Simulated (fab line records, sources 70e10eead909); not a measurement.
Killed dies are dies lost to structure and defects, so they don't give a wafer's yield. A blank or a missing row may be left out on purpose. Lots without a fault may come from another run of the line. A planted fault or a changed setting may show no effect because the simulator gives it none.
fab line records | flow nand_harc | part 2 of 2: steps 16 to 26 of 26
record lots=5 wafers=15 last_day=33
route steps=1302 shown A_CHANNEL_HOLE_D2@590 A_CHANNEL_FILL_D2@610
lots that met no fault: from a run of the same line without faults
start_h: hours from the record's first day to the start of the lot's first wafer shown | wait_h: hours since the lot's step before | " the same as in the row above | L1.1+2: a row that stands for several wafers | - no value, or no start given | * or withheld: withheld | < > ~ a bound
route shown NAME@n: a module of which the file shows steps, and the number in the route of the first | usual: mean/standard deviation of fault-free wafers | same: alike in all rows | chamber/n: place in a boat | sites: the reading at each site | _std_site: their standard deviation | _edge_site: outer sites' mean less inner sites' | radius_mm: how far each site lies from the wafer's centre | mask NAME#n: copy n | behind: the tool/chamber that last shaped the wafer | hold: why the lot was held/for how many hours/how that ended | device: the transistor (n, p or np) that didn't switch | end of line: the same wafers' tests at the end of the route | a step without rows: its recipe alone | killed: dies lost to structure and defects at the first sort, not the wafer's yield | map: a wafer's dies, x killed, . not, _ none there
set.NAME: the setting as run; set.NAME@STEP: as run at that earlier step | model.NAME: the simulator's own value behind a step, which no gauge read
lots at some steps of the route; a table a step, a row a wafer
services: from which hour (start_h, from the record's first day; less than 0 if before it) a tool's chamber was out of use, for how many hours, and why
## steps
# step NHARC_A_CHANNEL_HOLE_D2_PRECLEAN_29
# recipe time_s=* temp_c=50 bath_age_min=0 chemistry=SC1
# usual temp_c=50.01/0.1
# same time_s=*
# columns lot.wafer tool chamber start_h wait_h temp_c
L076.4 wet_bench-01 2 332.90 - 49.88
L076.6 " 3 " " 50.01
L076.1 " 5 " " 49.93
L084.6 wet_bench-02 3 404.73 - 50.05
L084.4 " 5 " " 50.13
L084.5 " 7 " " 50.13
L085.5 wet_bench-01 0 415.88 - 50.02
L085.2 " 2 " " 49.78
L085.3 " 3 " " 49.94
L089.4 wet_bench-01 2 443.98 - 50.19
L089.5 " 3 " " 50.07
L089.6 " 5 " " 50.06
L096.5 wet_bench-01 4 535.03 - 49.99
L096.3 " 6 " " 49.77
L096.6 " 0 " " 50.10
# step NHARC_A_CHANNEL_HOLE_D2_SRD_30
# columns lot.wafer tool chamber start_h wait_h
L076.4+6+1 wet_bench-01 2,3,5 - -
L084.6+4+5 wet_bench-02 3,5,7 - -
L085.5+2+3 wet_bench-01 0,2,3 - -
L089.4+5+6 wet_bench-01 2,3,5 - -
L096.5+3+6 wet_bench-01 4,6,0 - -
# step NHARC_A_CHANNEL_HOLE_D2_CD_MEAS_31
# usual cd_nm=90.0/1.2
# columns lot.wafer tool chamber start_h wait_h cd_nm
L076.1 cd_sem-03 - 333.04 - 87.8
L076.4 " - " " 89.2
L076.6 " - " " 89.7
L084.4 cd_sem-01 - 404.88 - 89.3
L084.5 " - " " 89.9
L084.6 " - " " 91.8
L085.2 cd_sem-03 - 416.02 - 91.3
L085.3 " - " " 89.4
L085.5 " - " " 89.4
L089.4 cd_sem-02 - 444.13 - 89.0
L089.5 " - " " 90.6
L089.6 " - " " 90.7
L096.3 cd_sem-02 - 535.17 - 87.7
L096.5 " - " " 89.8
L096.6 " - " " 89.3
# step NHARC_A_CHANNEL_HOLE_D2_XSEM_32
# recipe landing_energy_ev=35000
# usual bot_cd_nm=74.5/1.5 bow_nm=8.58/0.28 tilt_deg=0.07/0.031
# same landing_energy_ev=35000
# columns lot.wafer tool chamber start_h wait_h bot_cd_nm bow_nm tilt_deg
L076.1 xsem-02 0 333.13 0.1 73.4 8.42 0.07
L076.4 " 0 " " 73.9 8.51 0.07
L076.6 " 0 " " 74.4 8.45 0.07
L084.4 xsem-02 0 404.98 0.1 74.3 8.62 0.02
L084.5 " 0 " " 74.4 8.67 0.02
L084.6 " 0 " " 76.9 8.56 0.02
L085.2 xsem-01 0 416.10 0.1 75.8 8.30 0.09
L085.3 " 0 " " 74.0 8.31 0.09
L085.5 " 0 " " 74.3 8.29 0.09
L089.4 xsem-01 0 444.22 0.1 74.3 8.68 0.08
L089.5 " 0 " " 75.6 8.80 0.08
L089.6 " 0 " " 75.4 8.71 0.08
L096.3 xsem-01 0 535.26 0.1 72.3 8.93 0.08
L096.5 " 0 " " 73.9 8.98 0.08
L096.6 " 0 " " 73.9 8.94 0.08
# step NHARC_A_CHANNEL_HOLE_D2_INSPECT_40
# usual raw_defect_count=284/87
# columns lot.wafer tool chamber start_h wait_h raw_defect_count
L076.1 defect_inspect-01 - 333.23 - 306
L076.4 " - " " 226
L076.6 " - " " 185
L084.4 defect_inspect-01 - 405.06 - 288
L084.5 " - " " 317
L084.6 " - " " 209
L085.2 defect_inspect-01 - 416.20 - 231
L085.3 " - " " 266
L085.5 " - " " 283
L089.4 defect_inspect-02 - 444.30 - 249
L089.5 " - " " 187
L089.6 " - " " 303
L096.3 defect_inspect-02 - 535.35 - 200
L096.5 " - " " 148
L096.6 " - " " 253
# step NHARC_A_CHANNEL_FILL_D2_PRECLEAN_00
# recipe time_s=* temp_c=50 bath_age_min=0 chemistry=SC1
# usual temp_c=50.00/0.11
# same time_s=*
# columns lot.wafer tool chamber start_h wait_h temp_c
L076.6 wet_bench-04 5 333.28 0.0 50.09
L076.4 " 0 " " 49.87
L076.1 " 1 " " 50.13
L084.6 wet_bench-09 2 405.12 0.1 50.03
L084.5 " 4 " " 49.85
L084.4 " 6 " " 49.77
L085.5 wet_bench-09 4 416.26 0.1 49.99
L085.2 " 7 " " 50.07
L085.3 " 0 " " 50.02
L089.5 wet_bench-09 3 444.35 0.0 50.04
L089.4 " 4 " " 50.11
L089.6 " 7 " " 49.95
L096.3 wet_bench-06 4 535.42 0.1 50.01
L096.6 " 5 " " 50.16
L096.5 " 6 " " 49.90
# step NHARC_A_CHANNEL_FILL_D2_SRD_01
# columns lot.wafer tool chamber start_h wait_h
L076.6+4+1 wet_bench-04 5,0,1 - -
L084.6+5+4 wet_bench-09 2,4,6 - -
L085.5+2+3 wet_bench-09 4,7,0 - -
L089.5+4+6 wet_bench-09 3,4,7 - -
L096.3+6+5 wet_bench-06 4,5,6 - -
# step NHARC_A_CHANNEL_FILL_D2_ALD_02
# recipe target_thk_a=60 pulse_time_s=10 ald_cycles=60 temp_c=300 material=SiO2
# usual heater_power_w=494/71 precursor_pulse_height_rel=0.997/0.02
# columns lot.wafer tool chamber start_h wait_h heater_power_w precursor_pulse_height_rel
L076.4 ald_hk-02 2 333.42 - 443 0.996
L076.1 " 1 " " 406 1.011
L076.6 " 2 " " 423 1.002
L084.4 ald_hk-03 1 405.25 - 444 1.015
L084.6 " 1 " " 440 0.992
L084.5 " 2 " " 610 1.004
L085.3 ald_hk-03 3 417.21 - 501 1.012
L085.2 " 1 " " 445 1.002
L085.5 " 3 " " 477 1.006
L089.4 ald_hk-04 0 444.57 - 552 0.976
L089.5 " 3 " " 533 0.996
L089.6 " 0 " " 563 1.006
L096.3 ald_hk-04 0 535.55 - 564 0.983
L096.6 " 0 " " 559 1.036
L096.5 " 1 " " 459 0.997
# step NHARC_A_CHANNEL_FILL_D2_ALD_03
# recipe target_thk_a=60 pulse_time_s=60 ald_cycles=58 temp_c=630 pressure_torr=2 material=SiNx
# usual chamber_pressure_Torr=1.999/0.0039 precursor_pulse_height_rel=1.000/0.02
# columns lot.wafer tool chamber start_h wait_h chamber_pressure_Torr precursor_pulse_height_rel
L076.1 ald_sin_batch-01 0 - - 1.999 1.019
L076.4 " 0 " " 2.003 0.983
L076.6 " 0 " " 2.006 1.028
L084.4 ald_sin_batch-02 0 - - 2.000 0.997
L084.5 " 0 " " 2.011 1.004
L084.6 " 0 " " 2.003 0.970
L085.2 ald_sin_batch-02 0 - - 2.007 1.007
L085.3 " 0 " " 1.997 1.011
L085.5 " 0 " " 2.004 1.023
L089.4 ald_sin_batch-01 0 - - 1.999 0.998
L089.5 " 0 " " 1.999 1.010
L089.6 " 0 " " 1.997 0.993
L096.3 ald_sin_batch-02 0 - - 2.001 1.004
L096.5 " 0 " " 1.997 1.040
L096.6 " 0 " " 2.001 0.981
# step NHARC_A_CHANNEL_FILL_D2_ALD_14
# recipe target_thk_a=25 pulse_time_s=10 ald_cycles=25 temp_c=300 material=SiO2
# usual heater_power_w=501/66 precursor_pulse_height_rel=0.998/0.019
# columns lot.wafer tool chamber start_h wait_h heater_power_w precursor_pulse_height_rel
L076.4 ald_hk-02 1 340.43 0.1 400 0.995
L076.1 " 2 " " 442 0.986
L076.6 " 0 " " 485 1.025
L084.4 ald_hk-04 3 411.30 0.4 565 1.012
L084.6 " 0 " " 541 1.021
L084.5 " 1 " " 450 1.000
L085.3 ald_hk-03 2 424.27 0.1 599 0.997
L085.2 " 3 " " 481 0.997
L085.5 " 0 " " 433 1.032
L089.4 ald_hk-02 0 451.65 0.2 480 0.994
L089.6 " 2 " " 439 1.008
L089.5 " 3 " " 618 0.996
L096.3 ald_hk-04 2 542.20 0.1 589 0.961
L096.5 " 1 " " 458 1.009
L096.6 " 2 " " 586 0.989
# step NHARC_A_CHANNEL_FILL_D2_ALD_15
# recipe target_thk_a=20 pulse_time_s=60 ald_cycles=19 temp_c=630 pressure_torr=2 material=SiNx
# usual chamber_pressure_Torr=1.999/0.004 precursor_pulse_height_rel=1.001/0.019
# columns lot.wafer tool chamber start_h wait_h chamber_pressure_Torr precursor_pulse_height_rel
L076.1 ald_sin_batch-03 0 - - 1.999 1.036
L076.4 " 0 " " 1.998 1.030
L076.6 " 0 " " 2.003 1.017
L084.4 ald_sin_batch-01 0 - - 1.997 0.985
L084.5 " 0 " " 1.995 1.008
L084.6 " 0 " " 1.999 1.035
L085.2 ald_sin_batch-02 0 - - 1.998 0.977
L085.3 " 0 " " 1.997 0.970
L085.5 " 0 " " 2.008 0.968
L089.4 ald_sin_batch-01 0 454.61 2.9 1.998 0.978
L089.5 " 0 " " 1.996 0.993
L089.6 " 0 " " 2.002 1.032
L096.3 ald_sin_batch-01 0 - - 2.000 0.989
L096.5 " 0 " " 1.993 1.019
L096.6 " 0 " " 2.000 1.006
## services
# columns tool chamber start_h hours kind
ald_sin_batch-01 - 306.89 13.3 repair
wet_bench-09 - 328.37 1.5 repair
wet_bench-09 - 352.80 8.0 pm
rie_diel-11 - 363.65 0.7 repair
har_etch-02 - 378.39 17.0 pm
rie_diel-02 0 383.38 98.6 repair
rie_diel-02 - 386.04 0.2 repair
rie_diel-11 2 387.01 4.9 repair
rie_diel-02 - 393.89 9.0 pm
rie_diel-11 0 404.11 10.5 repair
rie_diel-11 0 415.35 3.4 repair
rie_diel-11 - 421.62 1.7 repair
rie_diel-02 - 423.00 1.0 repair
rie_diel-02 1 430.66 26.6 repair
rie_diel-11 - 432.50 9.0 pm
ald_hk-04 - 433.94 10.0 pm
rie_diel-11 - 441.61 0.5 repair
wet_bench-01 - 453.61 8.0 pm
ald_sin_batch-01 - 456.71 13.1 repair
rie_diel-02 3 458.19 11.3 repair
rie_diel-03 - 458.30 9.0 pm
ald_sin_batch-01 - 506.20 26.0 pm
wet_bench-09 - 528.80 8.0 pm
har_etch-02 - 540.69 2.4 repair
